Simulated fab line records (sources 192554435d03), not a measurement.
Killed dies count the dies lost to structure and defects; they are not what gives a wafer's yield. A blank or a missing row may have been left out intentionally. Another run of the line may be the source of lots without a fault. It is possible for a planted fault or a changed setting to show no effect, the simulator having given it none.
Which tool is to blame?	flow n5Finfet	Sampling: 24 lots, 72 wafers, 6 of 1938 route steps

WHAT THE GAUGES SHOWED, per wafer
The record lacks any reading of a measuring or inspecting step that a usual standard deviation could be used to judge.

EACH LOT AND THE TOOL THAT RAN IT (in order: tool; ch and the chambers of the sampled wafers; start)
lot	N5_BEOL_M2_ETCH_41	N5_BEOL_M2_STRIP_97	N5_BEOL_M2_SURFACE_TREAT_85	N5_BEOL_M2_ANNEAL_91	N5_BEOL_M2_SPUTTER_94	N5_BEOL_M2_CMP_52
L074	rieDiel-01 ch 0,2, day 8 02:50 or earlier	rieDiel-01 ch 0,2, day 8 02:50 or earlier	pvdSputter-02, day 8 02:50	pvdSputter-01, day 8 04:17	pvdSputter-01, day 8 04:38	cmp-04 ch 0,2,3, day 8 05:21
L075	rieDiel-01 ch 0,2, day 8 08:58 or earlier	rieDiel-01 ch 0,2, day 8 08:58 or earlier	pvdSputter-03, day 8 08:58	pvdSputter-03, day 8 10:33	pvdSputter-03, day 8 10:55	cmp-02 ch 0,1,2, day 8 11:38
L076	rieDiel-03 ch 0,3, day 8 09:53 or earlier	rieDiel-03 ch 0,3, day 8 09:53 or earlier	pvdSputter-01, day 8 09:53	pvdSputter-01, day 8 11:18	pvdSputter-01, day 8 11:40	cmp-04 ch 0,1,3, day 8 12:27
L077	rieDiel-03 ch 0,1, day 8 11:00 or earlier	rieDiel-03 ch 0,1, day 8 11:00 or earlier	pvdSputter-02, day 8 11:00	pvdSputter-03, day 8 12:29	pvdSputter-03, day 8 12:51	cmp-02 ch 1,3, day 8 13:34
L079	rieDiel-03 ch 0,3, day 8 12:22 or earlier	rieDiel-03 ch 0,3, day 8 12:22 or earlier	pvdSputter-02, day 8 12:22	pvdSputter-02, day 8 13:49	pvdSputter-02, day 8 14:11	cmp-02 ch 1,3, day 8 14:56
L080	rieDiel-03 ch 1,3, day 8 12:36 or earlier	rieDiel-03 ch 1,3, day 8 12:36 or earlier	pvdSputter-02, day 8 12:36	pvdSputter-01, day 8 14:04	pvdSputter-01, day 8 14:25	cmp-01 ch 0,3, day 8 15:08
L078	rieDiel-06 ch 0,1,3, day 8 15:46 or earlier	rieDiel-06 ch 0,1,3, day 8 15:46 or earlier	pvdSputter-01, day 8 15:46	pvdSputter-03, day 8 18:57	pvdSputter-03, day 8 19:19	cmp-01 ch 0,3, day 8 20:01
L081	rieDiel-01 ch 0,1, day 8 18:46 or earlier	rieDiel-01 ch 0,1, day 8 18:46 or earlier	pvdSputter-02, day 8 18:46	pvdSputter-03, day 8 20:47	pvdSputter-03, day 8 21:09	cmp-01 ch 1,2,3, day 8 22:14
L082	rieDiel-01 ch 1,2, day 8 21:55 or earlier	rieDiel-01 ch 1,2, day 8 21:55 or earlier	pvdSputter-02, day 8 21:55	pvdSputter-03, day 8 23:29	pvdSputter-03, day 8 23:50	cmp-01 ch 0,3, day 9 00:41
L084	rieDiel-01 ch 0,3, day 9 08:56 or earlier	rieDiel-01 ch 0,3, day 9 08:56 or earlier	pvdSputter-03, day 9 08:56	pvdSputter-02, day 9 10:24	pvdSputter-02, day 9 10:46	cmp-04 ch 0,1, day 9 12:07
L083	rieDiel-06 ch 0,1,3, day 9 08:58 or earlier	rieDiel-06 ch 0,1,3, day 9 08:58 or earlier	pvdSputter-03, day 9 08:58	pvdSputter-03, day 9 10:35	pvdSputter-03, day 9 10:57	cmp-02 ch 0,2,3, day 9 12:17
L085	rieDiel-01 ch 1,2, day 9 15:14 or earlier	rieDiel-01 ch 1,2, day 9 15:14 or earlier	pvdSputter-01, day 9 15:14	pvdSputter-01, day 9 16:38	pvdSputter-01, day 9 16:59	cmp-02 ch 0,3, day 9 17:45
L086	rieDiel-01 ch 1,2, day 10 01:42 or earlier	rieDiel-01 ch 1,2, day 10 01:42 or earlier	pvdSputter-01, day 10 01:42	pvdSputter-01, day 10 04:01	pvdSputter-01, day 10 04:23	cmp-01 ch 0,1,3, day 10 05:23
L087	rieDiel-06 ch 0,2, day 11 02:25 or earlier	rieDiel-06 ch 0,2, day 11 02:25 or earlier	pvdSputter-01, day 11 02:25	pvdSputter-02, day 11 03:54	pvdSputter-02, day 11 04:16	cmp-02 ch 1,2,3, day 11 05:49
L088	rieDiel-06 ch 0,1,2, day 11 02:49 or earlier	rieDiel-06 ch 0,1,2, day 11 02:49 or earlier	pvdSputter-01, day 11 02:49	pvdSputter-01, day 11 04:17	pvdSputter-01, day 11 04:39	cmp-04 ch 0,1,3, day 11 06:13
L089	rieDiel-01 ch 1,2,3, day 11 07:55 or earlier	rieDiel-01 ch 1,2,3, day 11 07:55 or earlier	pvdSputter-02, day 11 07:55	pvdSputter-01, day 11 09:19	pvdSputter-01, day 11 09:40	cmp-04 ch 0,2,3, day 11 10:29
L090	rieDiel-06 ch 1,2, day 11 07:56 or earlier	rieDiel-06 ch 1,2, day 11 07:56 or earlier	pvdSputter-01, day 11 07:56	pvdSputter-02, day 11 09:23	pvdSputter-02, day 11 09:44	cmp-01 ch 0,1,3, day 11 10:52
L091	rieDiel-03 ch 1,3, day 12 01:17 or earlier	rieDiel-03 ch 1,3, day 12 01:17 or earlier	pvdSputter-01, day 12 01:17	pvdSputter-03, day 12 02:44	pvdSputter-03, day 12 03:06	cmp-04 ch 0,1,2, day 12 04:06
L092	rieDiel-01 ch 0,1,2, day 12 04:32 or earlier	rieDiel-01 ch 0,1,2, day 12 04:32 or earlier	pvdSputter-03, day 12 04:32	pvdSputter-02, day 12 06:06	pvdSputter-02, day 12 06:28	cmp-04 ch 0,1,3, day 12 07:21
L093	rieDiel-06 ch 1,2,3, day 12 04:39 or earlier	rieDiel-06 ch 1,2,3, day 12 04:39 or earlier	pvdSputter-03, day 12 04:39	pvdSputter-03, day 12 06:14	pvdSputter-03, day 12 06:35	cmp-04 ch 0,3, day 12 07:37
L094	rieDiel-01 ch 0,2,3, day 12 04:58 or earlier	rieDiel-01 ch 0,2,3, day 12 04:58 or earlier	pvdSputter-03, day 12 04:58	pvdSputter-01, day 12 06:35	pvdSputter-01, day 12 06:57	cmp-04 ch 0,1,3, day 12 07:48
L095	rieDiel-01 ch 1,2, day 12 11:53 or earlier	rieDiel-01 ch 1,2, day 12 11:53 or earlier	pvdSputter-02, day 12 11:53	pvdSputter-03, day 12 13:20	pvdSputter-03, day 12 13:42	cmp-04 ch 0,1,3, day 12 14:29
L097	rieDiel-01 ch 0,1,3, day 12 15:41 or earlier	rieDiel-01 ch 0,1,3, day 12 15:41 or earlier	pvdSputter-01, day 12 15:41	pvdSputter-02, day 12 17:09	pvdSputter-02, day 12 17:31	cmp-02 ch 0,3, day 12 18:16
L096	rieDiel-01 ch 1,2,3, day 12 16:24 or earlier	rieDiel-01 ch 1,2,3, day 12 16:24 or earlier	pvdSputter-03, day 12 16:24	pvdSputter-03, day 12 17:52	pvdSputter-03, day 12 18:13	cmp-01 ch 0,2,3, day 12 19:12
- N5_BEOL_M2_ETCH_41: etches SiCN in CH3F/O2, target depth 29.9 nm, time 52.5 s.
- N5_BEOL_M2_STRIP_97: strips in N2/H2, time 10 s.
- N5_BEOL_M2_SURFACE_TREAT_85
- N5_BEOL_M2_ANNEAL_91: time 240 s.
- N5_BEOL_M2_SPUTTER_94: material Cu, target thk 4.5 nm, time 8.29 s.
- N5_BEOL_M2_CMP_52: polishes, stops on SiOC, t overpolish 6.8 s, target thk 40 nm.

AS READ BY THE TOOLS THEMSELVES (means over the sampled wafers that have a number; for cases with no such wafer, the mark the record gives instead)
N5_BEOL_M2_ETCH_41.
lot	tool	drypumpMotorCurrentA (A)	oesProductAu (a.u.)	rfVppV (V)	showerheadPlenumPTorr (Torr)	throttleValvePct (%)
L074	rieDiel-01	5.2	0.75	296.4	1.98	16.62
L075	rieDiel-01	5.2	0.75	296.9	1.98	16.62
L076	rieDiel-03	5.4	0.74	295.9	1.95	16.38
L077	rieDiel-03	5.4	0.78	296.2	1.95	16.15
L079	rieDiel-03	5.4	0.73	297.1	1.95	16.37
L080	rieDiel-03	5.8	0.88	298.1	2.03	16.01
L078	rieDiel-06	5.8	0.71	297.2	1.96	16.42
L081	rieDiel-01	5.3	0.77	296.4	1.97	16.56
L082	rieDiel-01	6.0	0.90	296.7	1.96	16.22
L084	rieDiel-01	5.7	0.77	297.1	1.95	16.23
L083	rieDiel-06	5.8	0.71	296.6	1.96	16.42
L085	rieDiel-01	6.0	0.89	296.2	1.96	16.23
L086	rieDiel-01	6.1	0.91	296.8	1.96	16.16
L087	rieDiel-06	5.2	0.84	296.6	1.99	16.31
L088	rieDiel-06	5.5	0.78	296.4	1.97	16.36
L089	rieDiel-01	6.1	0.85	296.0	1.95	16.15
L090	rieDiel-06	5.5	0.75	297.5	1.98	16.50
L091	rieDiel-03	5.9	0.84	298.7	2.02	16.06
L092	rieDiel-01	5.6	0.89	296.4	1.96	16.29
L093	rieDiel-06	5.6	0.85	296.2	1.98	16.40
L094	rieDiel-01	5.6	0.86	295.8	1.96	16.24
L095	rieDiel-01	6.0	0.84	296.3	1.95	16.29
L097	rieDiel-01	5.7	0.87	296.8	1.95	16.18
L096	rieDiel-01	6.1	0.82	296.5	1.94	16.16

N5_BEOL_M2_STRIP_97.
lot	tool	drypumpMotorCurrentA (A)	oesProductAu (a.u.)	rfVppV (V)	showerheadPlenumPTorr (Torr)	throttleValvePct (%)
L074	rieDiel-01	5.2	0.75	59.3	2.49	23.8
L075	rieDiel-01	5.2	0.75	58.8	2.49	23.8
L076	rieDiel-03	5.4	0.74	57.9	2.48	23.9
L077	rieDiel-03	5.4	0.78	59.7	2.48	23.6
L079	rieDiel-03	5.4	0.74	58.9	2.48	23.9
L080	rieDiel-03	5.9	0.88	59.8	2.58	23.3
L078	rieDiel-06	5.8	0.71	59.7	2.47	23.6
L081	rieDiel-01	5.3	0.77	59.3	2.49	23.7
L082	rieDiel-01	6.0	0.91	58.9	2.46	23.4
L084	rieDiel-01	5.7	0.77	58.6	2.47	23.5
L083	rieDiel-06	5.9	0.71	58.8	2.47	23.6
L085	rieDiel-01	6.0	0.90	59.8	2.46	23.5
L086	rieDiel-01	6.1	0.92	58.2	2.47	23.3
L087	rieDiel-06	5.2	0.84	58.9	2.53	23.7
L088	rieDiel-06	5.4	0.78	58.7	2.50	23.6
L089	rieDiel-01	6.1	0.85	58.6	2.46	23.4
L090	rieDiel-06	5.5	0.75	59.3	2.51	23.8
L091	rieDiel-03	5.9	0.84	58.7	2.57	23.3
L092	rieDiel-01	5.7	0.89	59.0	2.47	23.5
L093	rieDiel-06	5.6	0.85	57.8	2.51	23.7
L094	rieDiel-01	5.6	0.86	58.8	2.46	23.6
L095	rieDiel-01	6.0	0.86	59.5	2.45	23.5
L097	rieDiel-01	5.7	0.87	58.9	2.47	23.4
L096	rieDiel-01	6.1	0.84	58.5	2.45	23.4

N5_BEOL_M2_ANNEAL_91.
lot	tool	heaterPowerW (W)
L074	pvdSputter-01	800
L075	pvdSputter-03	884
L076	pvdSputter-01	732
L077	pvdSputter-03	871
L079	pvdSputter-02	799
L080	pvdSputter-01	785
L078	pvdSputter-03	864
L081	pvdSputter-03	887
L082	pvdSputter-03	892
L084	pvdSputter-02	802
L083	pvdSputter-03	888
L085	pvdSputter-01	701
L086	pvdSputter-01	844
L087	pvdSputter-02	805
L088	pvdSputter-01	816
L089	pvdSputter-01	857
L090	pvdSputter-02	798
L091	pvdSputter-03	867
L092	pvdSputter-02	817
L093	pvdSputter-03	898
L094	pvdSputter-01	805
L095	pvdSputter-03	841
L097	pvdSputter-02	817
L096	pvdSputter-03	897

N5_BEOL_M2_SPUTTER_94.
lot	tool	chuckGasFlowSccm (sccm)	throttleValvePct (%)
L074	pvdSputter-01	1.26	30.4
L075	pvdSputter-03	1.23	32.4
L076	pvdSputter-01	1.31	29.8
L077	pvdSputter-03	1.31	29.5
L079	pvdSputter-02	1.25	30.4
L080	pvdSputter-01	1.24	30.3
L078	pvdSputter-03	1.24	29.9
L081	pvdSputter-03	1.22	32.5
L082	pvdSputter-03	1.25	27.9
L084	pvdSputter-02	1.29	30.5
L083	pvdSputter-03	1.25	29.5
L085	pvdSputter-01	1.30	30.3
L086	pvdSputter-01	1.22	29.8
L087	pvdSputter-02	1.25	30.8
L088	pvdSputter-01	1.27	30.5
L089	pvdSputter-01	1.29	30.9
L090	pvdSputter-02	1.29	30.3
L091	pvdSputter-03	1.26	30.3
L092	pvdSputter-02	1.27	30.6
L093	pvdSputter-03	1.23	29.6
L094	pvdSputter-01	1.30	30.2
L095	pvdSputter-03	1.23	31.3
L097	pvdSputter-02	1.26	29.9
L096	pvdSputter-03	1.27	31.1

N5_BEOL_M2_CMP_52.
lot	tool	barrierFieldEndpointS (s)	motorCurrentA (A)	overpolishRunS (s)	timeToEndpointS (s)
L074	cmp-04	24.8	5.6	6.799	60.6
L075	cmp-02	24.6	6.0	6.795	60.1
L076	cmp-04	24.3	6.1	6.799	60.9
L077	cmp-02	24.5	5.8	6.800	60.9
L079	cmp-02	24.0	5.9	6.795	58.2
L080	cmp-01	24.9	6.1	6.800	67.1
L078	cmp-01	24.8	6.1	6.806	64.4
L081	cmp-01	23.7	5.9	6.801	60.5
L082	cmp-01	25.2	6.1	6.805	63.8
L084	cmp-04	23.9	5.4	6.799	59.5
L083	cmp-02	24.8	6.1	6.802	62.5
L085	cmp-02	24.9	6.4	6.795	60.2
L086	cmp-01	25.4	6.0	6.803	65.6
L087	cmp-02	24.0	6.2	6.809	58.7
L088	cmp-04	24.8	6.0	6.787	63.3
L089	cmp-04	25.2	5.7	6.798	63.0
L090	cmp-01	25.3	6.0	6.795	66.6
L091	cmp-04	24.6	5.4	6.798	59.9
L092	cmp-04	24.8	6.2	6.796	61.3
L093	cmp-04	24.4	6.3	6.800	61.2
L094	cmp-04	24.2	6.0	6.798	60.6
L095	cmp-04	24.5	5.9	6.797	60.5
L097	cmp-02	24.3	6.2	6.800	61.5
L096	cmp-01	23.8	5.7	6.809	59.2

THE ANSWER, worked out from the rows above alone
Rule: the usual values come from the lots themselves. The widest of any qualifying gaps counts: lots, ordered by their means at a reading, are off when they make up no more than a third of the lots, leave a main group of 4 or more, and stand apart from it by 3 or more times the standard deviation of that group's means. A main group is skipped when, at the precision printed for the reading in the tables above, its means are all equal. Also off: a lot with no number at a reading for which 4 or more lots have one. Any other lot the step has rows for is counted as sound. Order of review: gauges by route order, followed by the tools' own readings, for which a lot's mean as printed above is used. At the first step where some lot is off, the reading lying furthest off is the one used; lots without a number count as furthest.
Across all readings shown, no lot is off: no conclusion can be drawn from this.

WHAT THE SIMULATOR HAD INSERTED
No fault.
